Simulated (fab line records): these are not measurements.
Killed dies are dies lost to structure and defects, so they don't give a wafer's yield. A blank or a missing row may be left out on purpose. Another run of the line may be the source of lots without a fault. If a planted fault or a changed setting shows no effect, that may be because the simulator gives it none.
The tool behind it: which one? ; flow nand_harc ; 11 lots, 33 wafers sampled, at 6 steps of a route of 1302

WHAT THE GAUGES SHOWED, per wafer
NHARC_A_CHANNEL_HOLE_D1_CD_MEAS_10 targets a cd of 100 nm.
lot;measured;on;cd_nm (nm)
L645;day 9 01:06;cd_sem-01;100.8 101.0 99.3
L648;day 10 03:08;cd_sem-02;100.0 100.2 100.0
L650;day 10 22:34;cd_sem-03;100.3 100.7 99.7
L653;day 12 07:15;cd_sem-03;100.5 100.4 100.1
L654;day 12 20:08;cd_sem-02;100.3 99.8 99.8
L655;day 13 01:05;cd_sem-01;102.0 103.0 102.4
L656;day 13 07:31;cd_sem-03;102.4 102.4 102.2
L660;day 15 02:24;cd_sem-02;100.9 100.4 100.6
L661;day 15 14:02;cd_sem-03;100.3 102.2 100.5
L662;day 16 04:52;cd_sem-03;100.9 100.8 101.2
L665;day 17 05:25;cd_sem-01;99.7 99.8 99.8

NHARC_END_SORT_01.
lot;measured;on;killed_at_array;killed_at_other;killed_at_periphery;killed_dies;killed_open;killed_short
L648;day 26 00:19;prober-01;85 91 63;0 1 1;3 6 4;88 98 68;2 6 6;1 3 3

WHAT TOOL EACH LOT RAN ON (gives the tool, then ch and the chambers of the sampled wafers, and finally the start)
lot;NHARC_A_ONON_D1_DEP_33;NHARC_A_CHANNEL_HOLE_D1_PEB_08;NHARC_A_CHANNEL_HOLE_D1_ETCH_34;NHARC_A_CHANNEL_HOLE_D1_ETCH_16
L645;pecvd-04 ch 1,2, day 8 20:47;litho_track-04 ch 0, day 9 01:01;rie_diel-01 ch 0,1,3, no start;rie_diel-01 ch 0,3, no start
L648;pecvd-03 ch 0,1,2, day 9 22:59;litho_track-01 ch 0, day 10 03:03;rie_diel-01 ch 2,3, day 26 00:19 or earlier;rie_diel-01 ch 0,2,3, day 26 00:19 or earlier
L650;pecvd-03 ch 1,2, day 10 18:10;litho_track-04 ch 0, day 10 22:29;rie_diel-01 ch 0,1,2, no start;rie_diel-01 ch 0,2,3, no start
L653;pecvd-04 ch 0,1, day 12 02:37;litho_track-06 ch 0, day 12 07:10;rie_diel-08 ch 0,1,2, no start;rie_diel-08 ch 0,1,2, no start
L654;pecvd-03 ch 1,2, day 12 13:22;litho_track-04 ch 0, day 12 20:03;rie_diel-01 ch 0,1,2, no start;rie_diel-01 ch 1,2,3, no start
L655;pecvd-04 ch 0,1,2, day 12 19:07;litho_track-01 ch 0, day 13 01:00;rie_diel-01 ch 0,2,3, no start;rie_diel-01 ch 0,1,3, no start
L656;pecvd-03 ch 1,2, day 13 04:26;litho_track-01 ch 0, day 13 07:26;rie_diel-01 ch 1,2,3, no start;rie_diel-01 ch 1,2,3, no start
L660;pecvd-03 ch 0,1,2, day 14 23:12;litho_track-04 ch 0, day 15 02:20;rie_diel-01 ch 1,2,3, no start;rie_diel-01 ch 2,3, no start
L661;pecvd-04 ch 0,2, day 15 10:46;litho_track-06 ch 0, day 15 13:57;rie_diel-08 ch 0,2, no start;rie_diel-08 ch 0,1,3, no start
L662;pecvd-03 ch 0,1,2, day 16 01:18;litho_track-04 ch 0, day 16 04:47;rie_diel-01 ch 0,3, no start;rie_diel-01 ch 1,2,3, no start
L665;pecvd-01 ch 1,2, day 16 20:49;litho_track-01 ch 0, day 17 05:20;rie_diel-02 ch 0,1, no start;rie_diel-02 ch 2,3, no start
- NHARC_A_ONON_D1_DEP_33: deposits SiO2, target thk 200 nm.
- NHARC_A_CHANNEL_HOLE_D1_PEB_08: peb time 65 s.
- NHARC_A_CHANNEL_HOLE_D1_ETCH_34: etches the open film in CF4/CHF3, target depth 154 nm, time 77 s.
- NHARC_A_CHANNEL_HOLE_D1_ETCH_16: etches the open film in O2/COS, target depth 3100 nm, time 806 s.

WHAT THE TOOLS THEMSELVES READ (means of the sampled wafers that have a number; where no wafer has one, the mark that the record gives instead)
NHARC_A_ONON_D1_DEP_33.
lot;tool;heater_power_w (W);throttle_valve_pct (%)
L645;pecvd-04;591;16.1
L648;pecvd-03;466;15.6
L650;pecvd-03;434;15.3
L653;pecvd-04;620;14.9
L654;pecvd-03;430;15.1
L655;pecvd-04;607;15.4
L656;pecvd-03;411;15.4
L660;pecvd-03;528;15.8
L661;pecvd-04;608;15.6
L662;pecvd-03;518;15.9
L665;pecvd-01;637;14.5

NHARC_A_CHANNEL_HOLE_D1_PEB_08.
lot;tool;chill_plate_temp_C (C);exhaust_pa (Pa)
L645;litho_track-04;22.93;45.6
L648;litho_track-01;22.84;44.7
L650;litho_track-04;23.10;45.7
L653;litho_track-06;22.98;44.6
L654;litho_track-04;22.85;44.1
L655;litho_track-01;22.89;44.2
L656;litho_track-01;22.89;44.5
L660;litho_track-04;22.89;45.0
L661;litho_track-06;23.04;43.3
L662;litho_track-04;22.96;46.3
L665;litho_track-01;23.13;44.5

NHARC_A_CHANNEL_HOLE_D1_ETCH_34.
lot;tool;drypump_motor_current_A (A);oes_product_au (a.u.);rf_vpp_V (V);showerhead_plenum_p_Torr (Torr);throttle_valve_pct (%)
L645;rie_diel-01;5.9;0.922;369.8;1.55;16.799
L648;rie_diel-01;6.0;0.971;369.7;1.57;16.799
L650;rie_diel-01;6.1;0.948;369.9;1.58;16.800
L653;rie_diel-08;5.3;0.961;368.7;1.55;16.804
L654;rie_diel-01;6.1;0.956;370.8;1.58;16.793
L655;rie_diel-01;6.1;0.926;370.7;1.57;16.806
L656;rie_diel-01;5.9;0.926;370.0;1.57;16.796
L660;rie_diel-01;5.9;0.928;370.4;1.57;16.805
L661;rie_diel-08;5.1;0.930;371.8;1.59;16.805
L662;rie_diel-01;6.1;0.926;369.0;1.55;16.802
L665;rie_diel-02;5.3;0.913;372.9;1.65;16.797

NHARC_A_CHANNEL_HOLE_D1_ETCH_16.
lot;tool;drypump_motor_current_A (A);oes_product_au (a.u.);rf_vpp_V (V);showerhead_plenum_p_Torr (Torr);throttle_valve_pct (%)
L645;rie_diel-01;6.1;0.998;313.7;3.08;28.338
L648;rie_diel-01;6.1;0.999;314.2;3.12;28.328
L650;rie_diel-01;6.2;0.996;314.1;3.12;28.329
L653;rie_diel-08;5.3;0.990;313.5;3.08;28.324
L654;rie_diel-01;6.0;1.002;314.6;3.11;28.329
L655;rie_diel-01;6.0;1.006;312.7;3.07;28.340
L656;rie_diel-01;6.0;1.008;314.1;3.11;28.329
L660;rie_diel-01;6.0;1.000;314.0;3.10;28.335
L661;rie_diel-08;5.6;0.999;312.9;3.05;28.331
L662;rie_diel-01;6.0;1.007;313.8;3.11;28.325
L665;rie_diel-02;5.5;1.001;313.9;3.11;28.332

THE ANSWER, worked out from the rows above alone
Rule: usual is defined by the lots themselves. Put in order of their means at a reading, lots are off if they are a third of the lots or fewer, leave a main group of 4 or more, and stand apart from it by a gap of 3 or more times the standard deviation of the main group's means; of several such gaps the widest counts. A main group whose means are all the same, to the digits that the tables above print for the reading, isn't used. A lot without any number at a reading at which 4 lots or more have one is off too. All remaining lots with rows at the step are treated as sound. Order of review: gauges by route order, followed by the tools' own readings, for which a lot's mean as printed above is used. At the first step where some lot is off, the reading lying furthest off is the one used; lots without a number count as furthest.
Off: L655, L656 (NHARC_A_CHANNEL_HOLE_D1_CD_MEAS_10, cd_nm). The main group has a mean of 100.4 nm with a standard deviation of 0.4.
A tool fits if, at a process step before that reading, it ran every lot that is off, and no sound lot after the first of them. The gauges at NHARC_A_CHANNEL_HOLE_D1_CD_MEAS_10 are tried like those tools. None of those tried fits.

WHAT THE SIMULATOR HAD PUT IN
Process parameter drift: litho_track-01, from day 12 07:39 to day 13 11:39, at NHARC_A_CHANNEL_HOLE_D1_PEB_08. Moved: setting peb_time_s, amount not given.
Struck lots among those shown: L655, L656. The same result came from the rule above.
